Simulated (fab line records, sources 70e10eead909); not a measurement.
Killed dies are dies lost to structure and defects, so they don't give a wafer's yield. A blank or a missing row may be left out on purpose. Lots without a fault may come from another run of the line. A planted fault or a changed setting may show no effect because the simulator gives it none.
Chamber matching | flow nand_harc | NHARC_A_BLC_CMP_25 on cmp-04: 4 sister chambers
The step polishes, t overpolish 30 s, target thk 150 nm. 8 wafers are shown with their chamber, then 11 later ones without.

WAFERS WITH THEIR CHAMBER
wafer  | chamber | motor_current_A (A) | time_to_endpoint_s (s)
L084.2 | 2       | 15.1                | 33.0
L089.3 | 1       | 13.7                | 32.3
L089.4 | 3       | 11.2                | 27.7
L089.6 | 0       | 12.3                | 31.8
L088.1 | 0       | 11.7                | 30.0
L088.4 | 2       | 15.0                | 32.0
L088.6 | 3       | 11.0                | 29.0
L093.1 | 1       | 13.2                | 29.2

WAFERS WITHOUT THEIR CHAMBER
wafer  | motor_current_A (A) | time_to_endpoint_s (s)
L093.2 | 15.9                | 28.5
L093.6 | 11.2                | 27.3
L091.2 | 10.7                | 29.9
L091.3 | 15.6                | 32.1
L091.5 | 14.8                | 32.6
L092.1 | 15.6                | 33.0
L092.3 | 11.1                | 31.3
L092.6 | 11.1                | 33.7
L096.2 | 14.6                | 26.0
L096.3 | 11.5                | 27.8
L096.4 | 13.1                | 27.2

WHICH CHAMBER EACH WENT THROUGH
wafer  | from the rows above     | in truth
L093.2 | 2                       | 2
L093.6 | 3                       | 3
L091.2 | 3                       | 3
L091.3 | 2                       | 2
L091.5 | 2                       | 2
L092.1 | 2                       | 2
L092.3 | can't be placed: 3 or 0 | 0
L092.6 | can't be placed: 0 or 3 | 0
L096.2 | can't be placed: 2 or 1 | 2
L096.3 | can't be placed: 3 or 0 | 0
L096.4 | can't be placed: 1 or 0 | 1
Placed correctly: 6 of 11. Can't be placed from these rows: 5 (the true chamber is among the candidates in 5). Placed wrongly: 0.
How it was worked out, from the rows above alone: a wafer's distance from a chamber is the root of the sum, over the readings, of the square of ((its reading less the chamber's mean) divided by the reading's scatter). The wafer belongs to the nearest chamber; if the next one is less than 2 further off, it can't be placed. A chamber's mean is the mean of its shown wafers. The scatter: the root of (the sum of the squares of (reading less its chamber's mean) over the shown wafers, divided by (wafers less chambers)).
